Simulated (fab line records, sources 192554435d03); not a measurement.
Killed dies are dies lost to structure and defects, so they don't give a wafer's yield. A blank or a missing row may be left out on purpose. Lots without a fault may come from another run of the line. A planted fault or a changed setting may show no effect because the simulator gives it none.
Which tool did it? | flow n5_finfet | 11 lots, 33 wafers sampled, at 5 steps of a route of 1938

WHAT THE GAUGES READ, wafer by wafer
The record holds no reading of a measuring or inspecting step that can be judged against a usual standard deviation.

WHICH TOOL RAN EACH LOT (tool, then ch and the chambers of the sampled wafers, then the start)
lot  | N5_BEOL_M7_ETCH_66                 | N5_BEOL_M7_ALD_77                   | N5_BEOL_M7_SURFACE_TREAT_79  | N5_BEOL_M7_ANNEAL_51             | N5_PASSIVATION_PROBE_49
L978 | rie_diel-02 ch 2,3, day 9 15:40    | ald_metal-01 ch 0,1, day 9 17:14    | pvd_sputter-02, day 9 17:31  | rtp_anneal-01 ch 0, day 9 17:58  | -
L980 | rie_diel-02 ch 0,2,3, day 9 22:10  | ald_metal-02 ch 1,2,3, day 10 00:40 | pvd_sputter-01, day 10 00:58 | rtp_anneal-02 ch 0, day 10 02:03 | -
L983 | rie_diel-01 ch 0,1, day 10 18:41   | ald_metal-04 ch 0,1,2, day 10 21:01 | pvd_sputter-03, day 10 21:22 | rtp_anneal-01 ch 0, day 10 22:14 | -
L986 | rie_diel-02 ch 0,3, day 11 16:17   | ald_metal-02 ch 1,2, day 11 18:14   | pvd_sputter-02, day 11 18:32 | rtp_anneal-01 ch 0, day 11 18:59 | prober-01, day 14 12:55
L988 | rie_diel-02 ch 0,3, day 12 06:24   | ald_metal-04 ch 2,3, day 12 07:57   | pvd_sputter-01, day 12 08:15 | rtp_anneal-02 ch 0, day 12 10:48 | prober-02, day 15 03:55
L991 | rie_diel-02 ch 1,2,3, day 12 15:03 | ald_metal-04 ch 1,2,3, day 12 16:18 | pvd_sputter-03, day 12 16:37 | rtp_anneal-02 ch 0, day 12 17:04 | prober-01, day 15 13:08
L989 | rie_diel-01 ch 1,2, day 12 15:13   | ald_metal-04 ch 1,2, day 12 16:47   | pvd_sputter-03, day 12 17:06 | rtp_anneal-01 ch 0, day 12 19:56 | prober-01, day 15 15:27
L990 | rie_diel-02 ch 0,2,3, day 12 19:50 | ald_metal-04 ch 0,1, day 12 20:54   | pvd_sputter-01, day 12 21:12 | rtp_anneal-01 ch 0, day 12 22:16 | -
L992 | rie_diel-02 ch 0,1,2, day 13 09:37 | ald_metal-01 ch 0,1,3, day 13 10:39 | pvd_sputter-02, day 13 10:56 | rtp_anneal-02 ch 0, day 13 11:29 | prober-02, day 16 14:47
L993 | rie_diel-02 ch 1,2,3, day 13 15:01 | ald_metal-01 ch 1,2,3, day 13 16:10 | pvd_sputter-01, day 13 16:35 | rtp_anneal-02 ch 0, day 13 17:10 | -
L996 | rie_diel-06 ch 0,1,2, day 13 20:40 | ald_metal-02 ch 0,1,3, day 13 22:07 | pvd_sputter-02, day 13 22:48 | rtp_anneal-01 ch 0, day 13 23:22 | -
- N5_BEOL_M7_ETCH_66: etches SOC in N2/H2, target depth 80 nm, overetch 16 nm, time 120 s.
- N5_BEOL_M7_ALD_77: deposits TaN, target thk 2 nm, pulse time 2 s, purge time 3 s.
- N5_BEOL_M7_SURFACE_TREAT_79
- N5_BEOL_M7_ANNEAL_51: time 90 s.
- N5_PASSIVATION_PROBE_49

WHAT THE TOOLS THEMSELVES READ (means of the sampled wafers that have a number; where no wafer has one, the mark that the record gives instead)
N5_BEOL_M7_ETCH_66. Usual: drypump_motor_current_A 5.5 A, standard deviation 0.52; h2_flow_sccm 200.0 sccm, standard deviation 0.58; n2_flow_sccm 200.0 sccm, standard deviation 0.54; oes_product_au 0.58 a.u., standard deviation 0.049; rf_fwd_power_W 836 W, standard deviation 3; rf_vpp_V 523 V, standard deviation 3.1; showerhead_plenum_p_Torr 2.51 Torr, standard deviation 0.11; throttle_valve_pct 17.76 %, standard deviation 0.17.
lot  | tool        | drypump_motor_current_A (A) | h2_flow_sccm (sccm) | n2_flow_sccm (sccm) | oes_product_au (a.u.) | rf_fwd_power_W (W) | rf_vpp_V (V) | showerhead_plenum_p_Torr (Torr) | throttle_valve_pct (%) | flag
L978 | rie_diel-02 | 5.6                         | 200.1               | 200.4               | 0.58                  | 840                | 523          | 2.50                            | 17.74                  |
L980 | rie_diel-02 | 5.4                         | 200.1               | 199.9               | 0.60                  | 838                | 524          | 2.55                            | 17.69                  |
L983 | rie_diel-01 | 5.2                         | 200.0               | 200.1               | 0.57                  | 833                | 520          | 2.43                            | 17.75                  |
L986 | rie_diel-02 | 5.7                         | 200.4               | 200.2               | 0.60                  | 837                | 525          | 2.58                            | 17.70                  |
L988 | rie_diel-02 | 5.5                         | 200.8               | 200.5               | 0.62                  | 839                | 526          | 2.64                            | 17.64                  |
L991 | rie_diel-02 | 5.8                         | 199.3               | 199.6               | 0.57                  | 836                | 522          | 2.46                            | 17.77                  |
L989 | rie_diel-01 | 5.2                         | 199.6               | 200.6               | 0.53                  | 833                | 525          | 2.58                            | 17.94                  |
L990 | rie_diel-02 | 5.4                         | 199.7               | 200.3               | 0.59                  | 837                | 524          | 2.54                            | 17.72                  |
L992 | rie_diel-02 | 5.5                         | 199.5               | 200.4               | 0.58                  | 836                | 523          | 2.51                            | 17.72                  |
L993 | rie_diel-02 | 5.8                         | 199.8               | 199.5               | 0.56                  | 837                | 521          | 2.46                            | 17.78                  |
L996 | rie_diel-06 | 5.2                         | 200.1               | 200.2               | 0.55                  | 836                | 521          | 2.45                            | 18.00                  |

N5_BEOL_M7_ALD_77. Usual: heater_power_w 419 W, standard deviation 29; precursor_vessel_temp_c 75.00 C, standard deviation 0.12.
lot  | tool         | heater_power_w (W) | precursor_vessel_temp_c (C) | flag
L978 | ald_metal-01 | 454                | 74.98                       |
L980 | ald_metal-02 | 415                | 75.00                       |
L983 | ald_metal-04 | 421                | 74.96                       |
L986 | ald_metal-02 | 417                | 75.03                       |
L988 | ald_metal-04 | 384                | 74.76                       |
L991 | ald_metal-04 | 403                | 75.09                       |
L989 | ald_metal-04 | 419                | 75.13                       |
L990 | ald_metal-04 | 435                | 75.06                       |
L992 | ald_metal-01 | 455                | 75.03                       |
L993 | ald_metal-01 | 458                | 74.94                       |
L996 | ald_metal-02 | 420                | 75.14                       |

N5_BEOL_M7_ANNEAL_51. Usual: wafer_temp_C_max 225.82, standard deviation 0.29.
lot  | tool          | wafer_temp_C_max | flag
L978 | rtp_anneal-01 | 225.79           |
L980 | rtp_anneal-02 | 226.03           |
L983 | rtp_anneal-01 | 225.63           |
L986 | rtp_anneal-01 | 225.70           |
L988 | rtp_anneal-02 | 225.79           |
L991 | rtp_anneal-02 | 225.79           |
L989 | rtp_anneal-01 | 225.56           |
L990 | rtp_anneal-01 | 225.60           |
L992 | rtp_anneal-02 | 226.19           |
L993 | rtp_anneal-02 | 225.73           |
L996 | rtp_anneal-01 | 225.78           |

N5_PASSIVATION_PROBE_49. Usual: defect_limited_yield 91.2 %, standard deviation 1.4; killed_at_M0_to_M3 35, standard deviation 11; killed_at_M4_up 12, standard deviation 4.2; killed_at_contacts 13, standard deviation 5.6; killed_at_front_end 40, standard deviation 12; killed_at_other 3.3, standard deviation 2.6; killed_dies 103, standard deviation 17; killed_open 68, standard deviation 12; killed_short 34, standard deviation 7.6; sort_bin_5_function 5.1 %, standard deviation 0.95; sort_bin_6_memory 3.3 %, standard deviation 0.68; sort_n_pass 1077, standard deviation 17; sort_yield_pct 91.2 %, standard deviation 1.4.
lot  | tool      | defect_limited_yield (%) | killed_at_M0_to_M3 | killed_at_M4_up | killed_at_contacts | killed_at_front_end | killed_at_other | killed_dies | killed_open | killed_short | sort_bin_5_function (%) | sort_bin_6_memory (%) | sort_n_pass | sort_yield_pct (%) | flag
L986 | prober-01 | 91.5                     | 36                 | 10              | 14                 | 38                  | 3.0             | 101         | 69          | 30           | 5.1                     | 3.0                   | 1079        | 91.5               |
L988 | prober-02 | 90.7                     | 32                 | 16              | 9                  | 50                  | 4.0             | 110         | 68          | 39           | 5.4                     | 3.3                   | 1070        | 90.7               |
L991 | prober-01 | 92.5                     | 24                 | 8               | 13                 | 38                  | 4.7             | 89          | 61          | 26           | 4.6                     | 2.6                   | 1091        | 92.5               |
L989 | prober-01 | 92.2                     | 32                 | 11              | 20                 | 27                  | 2.3             | 92          | 61          | 31           | 4.0                     | 3.4                   | 1088        | 92.2               |
L992 | prober-02 | 90.3                     | 54                 | 11              | 17                 | 32                  | 1.7             | 115         | 74          | 37           | 5.4                     | 3.8                   | 1065        | 90.3               |

THE ANSWER, worked out from the rows above alone
Rule: a lot is off if the mean of its wafers that have a number lies more than 3 standard deviations from the usual mean. A lot without any number at a reading at which 4 lots or more have one is off too. The other lots that the step has rows for count as sound. The gauges are gone through in route order, then the tools' own readings, and for those a lot's mean is taken as printed above. The first step at which some lot is off is used, and at that step the reading that is off furthest; a lot without a number counts as furthest.
No lot is off at any reading shown: from this, nothing can be told.

WHAT THE SIMULATOR HAD PUT IN
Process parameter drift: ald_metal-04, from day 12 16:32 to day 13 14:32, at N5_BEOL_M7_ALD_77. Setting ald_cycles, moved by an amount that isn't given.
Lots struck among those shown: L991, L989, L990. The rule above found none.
